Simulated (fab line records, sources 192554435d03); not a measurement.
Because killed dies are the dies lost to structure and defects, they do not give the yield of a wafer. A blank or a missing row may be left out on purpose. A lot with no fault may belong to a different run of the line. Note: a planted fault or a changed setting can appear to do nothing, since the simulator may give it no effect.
What tool caused it? || flow n5Finfet || 72 wafers from 24 lots sampled at 4 of the route's 1938 steps

WHAT THE GAUGES SHOWED, per wafer
N5_BEOL_M8_RS_MEAS_57: the measuring method here is four-point-probe.
{"lot": "L075", "measured": "day 10 14:13", "on": "filmMetro-01", "M8_RS (ohm/sq)": "0.273 0.280 0.272"}
{"lot": "L074", "measured": "day 10 16:05", "on": "filmMetro-02", "M8_RS (ohm/sq)": "0.274 0.285 0.281"}
{"lot": "L076", "measured": "day 11 02:05", "on": "filmMetro-01", "M8_RS (ohm/sq)": "0.279 0.276 0.283"}
{"lot": "L080", "measured": "day 11 10:35", "on": "filmMetro-02", "M8_RS (ohm/sq)": "0.284 0.277 0.276"}
{"lot": "L078", "measured": "day 11 11:02", "on": "filmMetro-02", "M8_RS (ohm/sq)": "0.263 0.278 0.275"}
{"lot": "L077", "measured": "day 11 11:27", "on": "filmMetro-02", "M8_RS (ohm/sq)": "0.280 0.277 0.282"}
{"lot": "L079", "measured": "day 11 21:28", "on": "filmMetro-02", "M8_RS (ohm/sq)": "0.282 0.277 0.294"}
{"lot": "L081", "measured": "day 12 15:31", "on": "filmMetro-01", "M8_RS (ohm/sq)": "0.277 0.268 0.281"}
{"lot": "L082", "measured": "day 12 16:28", "on": "filmMetro-02", "M8_RS (ohm/sq)": "0.289 0.294 0.263"}
{"lot": "L083", "measured": "day 13 06:31", "on": "filmMetro-02", "M8_RS (ohm/sq)": "0.275 0.274 0.281"}
{"lot": "L084", "measured": "day 13 06:55", "on": "filmMetro-01", "M8_RS (ohm/sq)": "0.282 0.284 0.282"}
{"lot": "L086", "measured": "day 14 08:19", "on": "filmMetro-02", "M8_RS (ohm/sq)": "0.277 0.287 0.282"}
{"lot": "L085", "measured": "day 14 09:23", "on": "filmMetro-01", "M8_RS (ohm/sq)": "0.287 0.284 0.281"}
{"lot": "L088", "measured": "day 14 11:55", "on": "filmMetro-02", "M8_RS (ohm/sq)": "0.293 0.304 0.301"}
{"lot": "L087", "measured": "day 14 20:29", "on": "filmMetro-02", "M8_RS (ohm/sq)": "0.286 0.291 0.292"}
{"lot": "L089", "measured": "day 14 22:43", "on": "filmMetro-02", "M8_RS (ohm/sq)": "0.306 0.297 0.278"}
{"lot": "L093", "measured": "day 14 23:23", "on": "filmMetro-02", "M8_RS (ohm/sq)": "0.297 0.303 0.278"}
{"lot": "L091", "measured": "day 15 06:54", "on": "filmMetro-02", "M8_RS (ohm/sq)": "0.280 0.269 0.274"}
{"lot": "L090", "measured": "day 15 08:54", "on": "filmMetro-01", "M8_RS (ohm/sq)": "0.288 0.289 0.277"}
{"lot": "L095", "measured": "day 15 15:34", "on": "filmMetro-02", "M8_RS (ohm/sq)": "0.298 0.281 0.298"}
{"lot": "L094", "measured": "day 15 16:04", "on": "filmMetro-02", "M8_RS (ohm/sq)": "0.285 0.279 0.283"}
{"lot": "L092", "measured": "day 15 17:54", "on": "filmMetro-01", "M8_RS (ohm/sq)": "0.262 0.295 0.268"}
{"lot": "L096", "measured": "day 16 21:05", "on": "filmMetro-01", "M8_RS (ohm/sq)": "0.286 0.280 0.279"}
{"lot": "L097", "measured": "day 17 16:05", "on": "filmMetro-02", "M8_RS (ohm/sq)": "0.274 0.291 0.285"}

EACH LOT AND THE TOOL THAT RAN IT (in order: tool; ch and the chambers of the sampled wafers; start)
{"lot": "L075", "N5_BEOL_M8_ETCH_72": "rieDiel-01 ch 0,1, day 10 10:11", "N5_BEOL_M8_DEGAS_44": "pvdSputter-01, day 10 11:12", "N5_BEOL_M8_CMP_52": "cmp-04 ch 0,1,3, day 10 13:47"}
{"lot": "L074", "N5_BEOL_M8_ETCH_72": "rieDiel-03 ch 1,2, day 10 10:35", "N5_BEOL_M8_DEGAS_44": "pvdSputter-01, day 10 13:41", "N5_BEOL_M8_CMP_52": "cmp-02 ch 0,2, day 10 15:40"}
{"lot": "L076", "N5_BEOL_M8_ETCH_72": "rieDiel-04 ch 0,3, day 10 23:07", "N5_BEOL_M8_DEGAS_44": "pvdSputter-02, day 11 00:12", "N5_BEOL_M8_CMP_52": "cmp-04 ch 2,3, day 11 01:40"}
{"lot": "L080", "N5_BEOL_M8_ETCH_72": "rieDiel-04 ch 0,2,3, day 11 05:38", "N5_BEOL_M8_DEGAS_44": "pvdSputter-01, day 11 06:50", "N5_BEOL_M8_CMP_52": "cmp-03 ch 2,3, day 11 10:12"}
{"lot": "L078", "N5_BEOL_M8_ETCH_72": "rieDiel-04 ch 0,1, day 11 06:02", "N5_BEOL_M8_DEGAS_44": "pvdSputter-01, day 11 09:05", "N5_BEOL_M8_CMP_52": "cmp-03 ch 1,3, day 11 10:40"}
{"lot": "L077", "N5_BEOL_M8_ETCH_72": "rieDiel-01 ch 1,2,3, day 11 06:02", "N5_BEOL_M8_DEGAS_44": "pvdSputter-01, day 11 09:45", "N5_BEOL_M8_CMP_52": "cmp-03 ch 0,1, day 11 10:59"}
{"lot": "L079", "N5_BEOL_M8_ETCH_72": "rieDiel-04 ch 0,2,3, day 11 18:28", "N5_BEOL_M8_DEGAS_44": "pvdSputter-02, day 11 19:46", "N5_BEOL_M8_CMP_52": "cmp-02 ch 0,1, day 11 21:02"}
{"lot": "L081", "N5_BEOL_M8_ETCH_72": "rieDiel-04 ch 1,3, day 12 11:25", "N5_BEOL_M8_DEGAS_44": "pvdSputter-03, day 12 12:22", "N5_BEOL_M8_CMP_52": "cmp-03 ch 0,1,3, day 12 15:10"}
{"lot": "L082", "N5_BEOL_M8_ETCH_72": "rieDiel-03 ch 0,1,3, day 12 13:54", "N5_BEOL_M8_DEGAS_44": "pvdSputter-02, day 12 14:50", "N5_BEOL_M8_CMP_52": "cmp-03 ch 1,2,3, day 12 16:02"}
{"lot": "L083", "N5_BEOL_M8_ETCH_72": "rieDiel-01 ch 0,2, day 12 23:52", "N5_BEOL_M8_DEGAS_44": "pvdSputter-01, day 13 01:04", "N5_BEOL_M8_CMP_52": "cmp-04 ch 0,1,2, day 13 06:10"}
{"lot": "L084", "N5_BEOL_M8_ETCH_72": "rieDiel-01 ch 0,2, day 13 00:16", "N5_BEOL_M8_DEGAS_44": "pvdSputter-01, day 13 01:49", "N5_BEOL_M8_CMP_52": "cmp-02 ch 2,3, day 13 06:31"}
{"lot": "L086", "N5_BEOL_M8_ETCH_72": "rieDiel-01 ch 0,1,3, day 14 05:03", "N5_BEOL_M8_DEGAS_44": "pvdSputter-01, day 14 06:00", "N5_BEOL_M8_CMP_52": "cmp-03 ch 1,2,3, day 14 07:53"}
{"lot": "L085", "N5_BEOL_M8_ETCH_72": "rieDiel-01 ch 1,2, day 14 05:51", "N5_BEOL_M8_DEGAS_44": "pvdSputter-01, day 14 06:46", "N5_BEOL_M8_CMP_52": "cmp-03 ch 0,1,3, day 14 08:57"}
{"lot": "L088", "N5_BEOL_M8_ETCH_72": "rieDiel-03 ch 0,3, day 14 08:06", "N5_BEOL_M8_DEGAS_44": "pvdSputter-03, day 14 09:25", "N5_BEOL_M8_CMP_52": "cmp-03 ch 0,1,2, day 14 11:32"}
{"lot": "L087", "N5_BEOL_M8_ETCH_72": "rieDiel-04 ch 0,3, day 14 16:52", "N5_BEOL_M8_DEGAS_44": "pvdSputter-03, day 14 17:59", "N5_BEOL_M8_CMP_52": "cmp-04 ch 0,2,3, day 14 20:08"}
{"lot": "L089", "N5_BEOL_M8_ETCH_72": "rieDiel-03 ch 0,2,3, day 14 19:25", "N5_BEOL_M8_DEGAS_44": "pvdSputter-01, day 14 20:44", "N5_BEOL_M8_CMP_52": "cmp-02 ch 0,1,3, day 14 22:20"}
{"lot": "L093", "N5_BEOL_M8_ETCH_72": "rieDiel-03 ch 0,2,3, day 14 19:49", "N5_BEOL_M8_DEGAS_44": "pvdSputter-03, day 14 20:56", "N5_BEOL_M8_CMP_52": "cmp-02 ch 1,3, day 14 22:44"}
{"lot": "L091", "N5_BEOL_M8_ETCH_72": "rieDiel-04 ch 0,3, day 15 02:53", "N5_BEOL_M8_DEGAS_44": "pvdSputter-03, day 15 03:54", "N5_BEOL_M8_CMP_52": "cmp-03 ch 1,2,3, day 15 06:31"}
{"lot": "L090", "N5_BEOL_M8_ETCH_72": "rieDiel-03 ch 0,1, day 15 04:24", "N5_BEOL_M8_DEGAS_44": "pvdSputter-03, day 15 05:59", "N5_BEOL_M8_CMP_52": "cmp-04 ch 1,2, day 15 08:31"}
{"lot": "L095", "N5_BEOL_M8_ETCH_72": "rieDiel-04 ch 2,3, day 15 11:49", "N5_BEOL_M8_DEGAS_44": "pvdSputter-02, day 15 13:49", "N5_BEOL_M8_CMP_52": "cmp-04 ch 0,1,3, day 15 15:11"}
{"lot": "L094", "N5_BEOL_M8_ETCH_72": "rieDiel-01 ch 0,2,3, day 15 13:17", "N5_BEOL_M8_DEGAS_44": "pvdSputter-02, day 15 14:13", "N5_BEOL_M8_CMP_52": "cmp-02 ch 0,1,2, day 15 15:41"}
{"lot": "L092", "N5_BEOL_M8_ETCH_72": "rieDiel-03 ch 0,1, day 15 13:22", "N5_BEOL_M8_DEGAS_44": "pvdSputter-02, day 15 14:17", "N5_BEOL_M8_CMP_52": "cmp-03 ch 0,1,3, day 15 17:35"}
{"lot": "L096", "N5_BEOL_M8_ETCH_72": "rieDiel-01 ch 1,2, day 16 14:26", "N5_BEOL_M8_DEGAS_44": "pvdSputter-03, day 16 15:52", "N5_BEOL_M8_CMP_52": "cmp-02 ch 0,1,3, day 16 20:47"}
{"lot": "L097", "N5_BEOL_M8_ETCH_72": "rieDiel-03 ch 2,3, day 17 11:27", "N5_BEOL_M8_DEGAS_44": "pvdSputter-03, day 17 12:31", "N5_BEOL_M8_CMP_52": "cmp-02 ch 0,1,3, day 17 15:44"}
- N5_BEOL_M8_ETCH_72: etches underlayer in N2/H2, target depth 6.5 nm, time 5.2 s.
- N5_BEOL_M8_DEGAS_44: time 60 s.
- N5_BEOL_M8_CMP_52: polishes, stops on SiCOH lowk, t overpolish 6.9 s, target thk 80 nm.

WHAT THE TOOLS THEMSELVES READ (means of the sampled wafers that have a number; where no wafer has one, the mark that the record gives instead)
N5_BEOL_M8_ETCH_72.
{"lot": "L075", "tool": "rieDiel-01", "biasW (W)": 150.2, "drypumpMotorCurrentA (A)": 5.4, "etchRfOnTimeS (s)": 5.13, "oesProductAu (a.u.)": 0.74, "rfVppV (V)": 523, "showerheadPlenumPTorr (Torr)": 2.52, "throttleValvePct (%)": 17.70}
{"lot": "L074", "tool": "rieDiel-03", "biasW (W)": 150.2, "drypumpMotorCurrentA (A)": 5.4, "etchRfOnTimeS (s)": 4.99, "oesProductAu (a.u.)": 0.72, "rfVppV (V)": 525, "showerheadPlenumPTorr (Torr)": 2.60, "throttleValvePct (%)": 17.61}
{"lot": "L076", "tool": "rieDiel-04", "biasW (W)": 150.2, "drypumpMotorCurrentA (A)": 5.3, "etchRfOnTimeS (s)": 5.07, "oesProductAu (a.u.)": 0.79, "rfVppV (V)": 524, "showerheadPlenumPTorr (Torr)": 2.55, "throttleValvePct (%)": 17.69}
{"lot": "L080", "tool": "rieDiel-04", "biasW (W)": 149.9, "drypumpMotorCurrentA (A)": 5.4, "etchRfOnTimeS (s)": 5.22, "oesProductAu (a.u.)": 0.74, "rfVppV (V)": 525, "showerheadPlenumPTorr (Torr)": 2.58, "throttleValvePct (%)": 17.65}
{"lot": "L078", "tool": "rieDiel-04", "biasW (W)": 149.9, "drypumpMotorCurrentA (A)": 5.6, "etchRfOnTimeS (s)": 5.16, "oesProductAu (a.u.)": 0.76, "rfVppV (V)": 523, "showerheadPlenumPTorr (Torr)": 2.47, "throttleValvePct (%)": 17.78}
{"lot": "L077", "tool": "rieDiel-01", "biasW (W)": 150.0, "drypumpMotorCurrentA (A)": 5.4, "etchRfOnTimeS (s)": 5.09, "oesProductAu (a.u.)": 0.78, "rfVppV (V)": 527, "showerheadPlenumPTorr (Torr)": 2.63, "throttleValvePct (%)": 17.66}
{"lot": "L079", "tool": "rieDiel-04", "biasW (W)": 149.8, "drypumpMotorCurrentA (A)": 5.5, "etchRfOnTimeS (s)": 5.15, "oesProductAu (a.u.)": 0.73, "rfVppV (V)": 525, "showerheadPlenumPTorr (Torr)": 2.58, "throttleValvePct (%)": 17.65}
{"lot": "L081", "tool": "rieDiel-04", "biasW (W)": 149.7, "drypumpMotorCurrentA (A)": 6.1, "etchRfOnTimeS (s)": 5.09, "oesProductAu (a.u.)": 0.73, "rfVppV (V)": 527, "showerheadPlenumPTorr (Torr)": 2.62, "throttleValvePct (%)": 18.01}
{"lot": "L082", "tool": "rieDiel-03", "biasW (W)": 150.7, "drypumpMotorCurrentA (A)": 5.4, "etchRfOnTimeS (s)": 5.23, "oesProductAu (a.u.)": 0.67, "rfVppV (V)": 525, "showerheadPlenumPTorr (Torr)": 2.59, "throttleValvePct (%)": 17.69}
{"lot": "L083", "tool": "rieDiel-01", "biasW (W)": 150.0, "drypumpMotorCurrentA (A)": 5.8, "etchRfOnTimeS (s)": 5.05, "oesProductAu (a.u.)": 0.78, "rfVppV (V)": 527, "showerheadPlenumPTorr (Torr)": 2.62, "throttleValvePct (%)": 17.79}
{"lot": "L084", "tool": "rieDiel-01", "biasW (W)": 149.9, "drypumpMotorCurrentA (A)": 5.6, "etchRfOnTimeS (s)": 5.08, "oesProductAu (a.u.)": 0.74, "rfVppV (V)": 523, "showerheadPlenumPTorr (Torr)": 2.55, "throttleValvePct (%)": 17.78}
{"lot": "L086", "tool": "rieDiel-01", "biasW (W)": 150.4, "drypumpMotorCurrentA (A)": 5.2, "etchRfOnTimeS (s)": 5.18, "oesProductAu (a.u.)": 0.71, "rfVppV (V)": 525, "showerheadPlenumPTorr (Torr)": 2.54, "throttleValvePct (%)": 17.68}
{"lot": "L085", "tool": "rieDiel-01", "biasW (W)": 150.2, "drypumpMotorCurrentA (A)": 5.5, "etchRfOnTimeS (s)": 5.09, "oesProductAu (a.u.)": 0.74, "rfVppV (V)": 526, "showerheadPlenumPTorr (Torr)": 2.63, "throttleValvePct (%)": 17.75}
{"lot": "L088", "tool": "rieDiel-03", "biasW (W)": 149.9, "drypumpMotorCurrentA (A)": 5.4, "etchRfOnTimeS (s)": 5.41, "oesProductAu (a.u.)": 0.62, "rfVppV (V)": 524, "showerheadPlenumPTorr (Torr)": 2.59, "throttleValvePct (%)": 17.78}
{"lot": "L087", "tool": "rieDiel-04", "biasW (W)": 150.4, "drypumpMotorCurrentA (A)": 5.6, "etchRfOnTimeS (s)": 5.18, "oesProductAu (a.u.)": 0.73, "rfVppV (V)": 526, "showerheadPlenumPTorr (Torr)": 2.62, "throttleValvePct (%)": 17.84}
{"lot": "L089", "tool": "rieDiel-03", "biasW (W)": 150.2, "drypumpMotorCurrentA (A)": 5.5, "etchRfOnTimeS (s)": 5.34, "oesProductAu (a.u.)": 0.62, "rfVppV (V)": 523, "showerheadPlenumPTorr (Torr)": 2.51, "throttleValvePct (%)": 17.90}
{"lot": "L093", "tool": "rieDiel-03", "biasW (W)": 149.8, "drypumpMotorCurrentA (A)": 5.5, "etchRfOnTimeS (s)": 5.32, "oesProductAu (a.u.)": 0.61, "rfVppV (V)": 524, "showerheadPlenumPTorr (Torr)": 2.51, "throttleValvePct (%)": 17.90}
{"lot": "L091", "tool": "rieDiel-04", "biasW (W)": 150.2, "drypumpMotorCurrentA (A)": 5.6, "etchRfOnTimeS (s)": 5.14, "oesProductAu (a.u.)": 0.72, "rfVppV (V)": 526, "showerheadPlenumPTorr (Torr)": 2.61, "throttleValvePct (%)": 17.84}
{"lot": "L090", "tool": "rieDiel-03", "biasW (W)": 150.3, "drypumpMotorCurrentA (A)": 5.4, "etchRfOnTimeS (s)": 5.25, "oesProductAu (a.u.)": 0.64, "rfVppV (V)": 523, "showerheadPlenumPTorr (Torr)": 2.51, "throttleValvePct (%)": 17.75}
{"lot": "L095", "tool": "rieDiel-04", "biasW (W)": 150.0, "drypumpMotorCurrentA (A)": 5.6, "etchRfOnTimeS (s)": 5.30, "oesProductAu (a.u.)": 0.67, "rfVppV (V)": 525, "showerheadPlenumPTorr (Torr)": 2.59, "throttleValvePct (%)": 17.67}
{"lot": "L094", "tool": "rieDiel-01", "biasW (W)": 149.8, "drypumpMotorCurrentA (A)": 5.5, "etchRfOnTimeS (s)": 5.12, "oesProductAu (a.u.)": 0.72, "rfVppV (V)": 525, "showerheadPlenumPTorr (Torr)": 2.57, "throttleValvePct (%)": 17.75}
{"lot": "L092", "tool": "rieDiel-03", "biasW (W)": 150.1, "drypumpMotorCurrentA (A)": 5.4, "etchRfOnTimeS (s)": 5.04, "oesProductAu (a.u.)": 0.67, "rfVppV (V)": 526, "showerheadPlenumPTorr (Torr)": 2.58, "throttleValvePct (%)": 17.63}
{"lot": "L096", "tool": "rieDiel-01", "biasW (W)": 149.7, "drypumpMotorCurrentA (A)": 5.5, "etchRfOnTimeS (s)": 5.02, "oesProductAu (a.u.)": 0.71, "rfVppV (V)": 526, "showerheadPlenumPTorr (Torr)": 2.62, "throttleValvePct (%)": 17.77}
{"lot": "L097", "tool": "rieDiel-03", "biasW (W)": 149.6, "drypumpMotorCurrentA (A)": 5.5, "etchRfOnTimeS (s)": 5.18, "oesProductAu (a.u.)": 0.61, "rfVppV (V)": 522, "showerheadPlenumPTorr (Torr)": 2.50, "throttleValvePct (%)": 18.02}

N5_BEOL_M8_DEGAS_44.
{"lot": "L075", "tool": "pvdSputter-01", "heaterPowerW (W)": 306}
{"lot": "L074", "tool": "pvdSputter-01", "heaterPowerW (W)": 305}
{"lot": "L076", "tool": "pvdSputter-02", "heaterPowerW (W)": 347}
{"lot": "L080", "tool": "pvdSputter-01", "heaterPowerW (W)": 313}
{"lot": "L078", "tool": "pvdSputter-01", "heaterPowerW (W)": 299}
{"lot": "L077", "tool": "pvdSputter-01", "heaterPowerW (W)": 318}
{"lot": "L079", "tool": "pvdSputter-02", "heaterPowerW (W)": 351}
{"lot": "L081", "tool": "pvdSputter-03", "heaterPowerW (W)": 334}
{"lot": "L082", "tool": "pvdSputter-02", "heaterPowerW (W)": 359}
{"lot": "L083", "tool": "pvdSputter-01", "heaterPowerW (W)": 330}
{"lot": "L084", "tool": "pvdSputter-01", "heaterPowerW (W)": 299}
{"lot": "L086", "tool": "pvdSputter-01", "heaterPowerW (W)": 307}
{"lot": "L085", "tool": "pvdSputter-01", "heaterPowerW (W)": 306}
{"lot": "L088", "tool": "pvdSputter-03", "heaterPowerW (W)": 314}
{"lot": "L087", "tool": "pvdSputter-03", "heaterPowerW (W)": 355}
{"lot": "L089", "tool": "pvdSputter-01", "heaterPowerW (W)": 310}
{"lot": "L093", "tool": "pvdSputter-03", "heaterPowerW (W)": 327}
{"lot": "L091", "tool": "pvdSputter-03", "heaterPowerW (W)": 339}
{"lot": "L090", "tool": "pvdSputter-03", "heaterPowerW (W)": 311}
{"lot": "L095", "tool": "pvdSputter-02", "heaterPowerW (W)": 353}
{"lot": "L094", "tool": "pvdSputter-02", "heaterPowerW (W)": 342}
{"lot": "L092", "tool": "pvdSputter-02", "heaterPowerW (W)": 326}
{"lot": "L096", "tool": "pvdSputter-03", "heaterPowerW (W)": 321}
{"lot": "L097", "tool": "pvdSputter-03", "heaterPowerW (W)": 312}

N5_BEOL_M8_CMP_52.
{"lot": "L075", "tool": "cmp-04", "barrierFieldEndpointS (s)": 29.4, "headPressurePsi (psi)": 1.0011, "motorCurrentA (A)": 5.8, "overpolishRunS (s)": 6.904, "slurryFlowMlMin": 149.8, "timeToEndpointS (s)": 66}
{"lot": "L074", "tool": "cmp-02", "barrierFieldEndpointS (s)": 28.6, "headPressurePsi (psi)": 1.0007, "motorCurrentA (A)": 5.8, "overpolishRunS (s)": 6.902, "slurryFlowMlMin": 149.8, "timeToEndpointS (s)": 60}
{"lot": "L076", "tool": "cmp-04", "barrierFieldEndpointS (s)": 29.1, "headPressurePsi (psi)": 1.0015, "motorCurrentA (A)": 5.9, "overpolishRunS (s)": 6.904, "slurryFlowMlMin": 150.0, "timeToEndpointS (s)": 67}
{"lot": "L080", "tool": "cmp-03", "barrierFieldEndpointS (s)": 30.1, "headPressurePsi (psi)": 0.9983, "motorCurrentA (A)": 5.5, "overpolishRunS (s)": 6.903, "slurryFlowMlMin": 149.6, "timeToEndpointS (s)": 66}
{"lot": "L078", "tool": "cmp-03", "barrierFieldEndpointS (s)": 29.0, "headPressurePsi (psi)": 0.9982, "motorCurrentA (A)": 5.6, "overpolishRunS (s)": 6.901, "slurryFlowMlMin": 149.7, "timeToEndpointS (s)": 63}
{"lot": "L077", "tool": "cmp-03", "barrierFieldEndpointS (s)": 29.1, "headPressurePsi (psi)": 0.9999, "motorCurrentA (A)": 5.9, "overpolishRunS (s)": 6.904, "slurryFlowMlMin": 149.9, "timeToEndpointS (s)": 63}
{"lot": "L079", "tool": "cmp-02", "barrierFieldEndpointS (s)": 29.3, "headPressurePsi (psi)": 0.9998, "motorCurrentA (A)": 5.8, "overpolishRunS (s)": 6.899, "slurryFlowMlMin": 150.0, "timeToEndpointS (s)": 64}
{"lot": "L081", "tool": "cmp-03", "barrierFieldEndpointS (s)": 28.9, "headPressurePsi (psi)": 1.0005, "motorCurrentA (A)": 5.7, "overpolishRunS (s)": 6.892, "slurryFlowMlMin": 150.3, "timeToEndpointS (s)": 64}
{"lot": "L082", "tool": "cmp-03", "barrierFieldEndpointS (s)": 29.8, "headPressurePsi (psi)": 1.0023, "motorCurrentA (A)": 6.0, "overpolishRunS (s)": 6.900, "slurryFlowMlMin": 150.3, "timeToEndpointS (s)": 68}
{"lot": "L083", "tool": "cmp-04", "barrierFieldEndpointS (s)": 29.0, "headPressurePsi (psi)": 0.9997, "motorCurrentA (A)": 5.5, "overpolishRunS (s)": 6.897, "slurryFlowMlMin": 149.9, "timeToEndpointS (s)": 61}
{"lot": "L084", "tool": "cmp-02", "barrierFieldEndpointS (s)": 27.7, "headPressurePsi (psi)": 1.0020, "motorCurrentA (A)": 5.8, "overpolishRunS (s)": 6.905, "slurryFlowMlMin": 149.7, "timeToEndpointS (s)": 55}
{"lot": "L086", "tool": "cmp-03", "barrierFieldEndpointS (s)": 28.7, "headPressurePsi (psi)": 0.9978, "motorCurrentA (A)": 5.7, "overpolishRunS (s)": 6.907, "slurryFlowMlMin": 150.3, "timeToEndpointS (s)": 63}
{"lot": "L085", "tool": "cmp-03", "barrierFieldEndpointS (s)": 28.7, "headPressurePsi (psi)": 1.0020, "motorCurrentA (A)": 5.8, "overpolishRunS (s)": 6.900, "slurryFlowMlMin": 149.9, "timeToEndpointS (s)": 64}
{"lot": "L088", "tool": "cmp-03", "barrierFieldEndpointS (s)": 29.2, "headPressurePsi (psi)": 0.9988, "motorCurrentA (A)": 5.9, "overpolishRunS (s)": 6.902, "slurryFlowMlMin": 150.1, "timeToEndpointS (s)": 62}
{"lot": "L087", "tool": "cmp-04", "barrierFieldEndpointS (s)": 28.8, "headPressurePsi (psi)": 1.0013, "motorCurrentA (A)": 5.8, "overpolishRunS (s)": 6.901, "slurryFlowMlMin": 149.7, "timeToEndpointS (s)": 62}
{"lot": "L089", "tool": "cmp-02", "barrierFieldEndpointS (s)": 28.7, "headPressurePsi (psi)": 1.0009, "motorCurrentA (A)": 5.8, "overpolishRunS (s)": 6.908, "slurryFlowMlMin": 149.6, "timeToEndpointS (s)": 64}
{"lot": "L093", "tool": "cmp-02", "barrierFieldEndpointS (s)": 28.4, "headPressurePsi (psi)": 0.9998, "motorCurrentA (A)": 5.8, "overpolishRunS (s)": 6.897, "slurryFlowMlMin": 149.8, "timeToEndpointS (s)": 63}
{"lot": "L091", "tool": "cmp-03", "barrierFieldEndpointS (s)": 29.0, "headPressurePsi (psi)": 0.9996, "motorCurrentA (A)": 5.8, "overpolishRunS (s)": 6.896, "slurryFlowMlMin": 150.0, "timeToEndpointS (s)": 64}
{"lot": "L090", "tool": "cmp-04", "barrierFieldEndpointS (s)": 30.1, "headPressurePsi (psi)": 1.0014, "motorCurrentA (A)": 5.4, "overpolishRunS (s)": 6.907, "slurryFlowMlMin": 150.2, "timeToEndpointS (s)": 65}
{"lot": "L095", "tool": "cmp-04", "barrierFieldEndpointS (s)": 28.9, "headPressurePsi (psi)": 1.0011, "motorCurrentA (A)": 5.9, "overpolishRunS (s)": 6.903, "slurryFlowMlMin": 150.2, "timeToEndpointS (s)": 61}
{"lot": "L094", "tool": "cmp-02", "barrierFieldEndpointS (s)": 27.2, "headPressurePsi (psi)": 0.9965, "motorCurrentA (A)": 5.8, "overpolishRunS (s)": 6.905, "slurryFlowMlMin": 150.1, "timeToEndpointS (s)": 57}
{"lot": "L092", "tool": "cmp-03", "barrierFieldEndpointS (s)": 28.9, "headPressurePsi (psi)": 1.0003, "motorCurrentA (A)": 5.8, "overpolishRunS (s)": 6.901, "slurryFlowMlMin": 150.0, "timeToEndpointS (s)": 64}
{"lot": "L096", "tool": "cmp-02", "barrierFieldEndpointS (s)": 28.4, "headPressurePsi (psi)": 1.0001, "motorCurrentA (A)": 5.9, "overpolishRunS (s)": 6.905, "slurryFlowMlMin": 149.7, "timeToEndpointS (s)": 64}
{"lot": "L097", "tool": "cmp-02", "barrierFieldEndpointS (s)": 28.5, "headPressurePsi (psi)": 1.0008, "motorCurrentA (A)": 5.7, "overpolishRunS (s)": 6.898, "slurryFlowMlMin": 150.1, "timeToEndpointS (s)": 64}

THE ANSWER, worked out from the rows above alone
Rule: usual is defined by the lots themselves. Put in order of their means at a reading, lots are off if they are a third of the lots or fewer, leave a main group of 4 or more, and stand apart from it by a gap of 3 or more times the standard deviation of the main group's means; of several such gaps the widest counts. If all means in a main group match to the digits the tables above print for the reading, that group is not used. Also off: a lot with no number at a reading for which 4 or more lots have one. The other lots that the step has rows for count as sound. Order of review: gauges by route order, followed by the tools' own readings, for which a lot's mean as printed above is used. At the first step where some lot is off, the reading lying furthest off is the one used; lots without a number count as furthest.
No lot is off on any of the readings shown, so nothing can be concluded from this.

WHAT THE SIMULATOR HAD INSERTED
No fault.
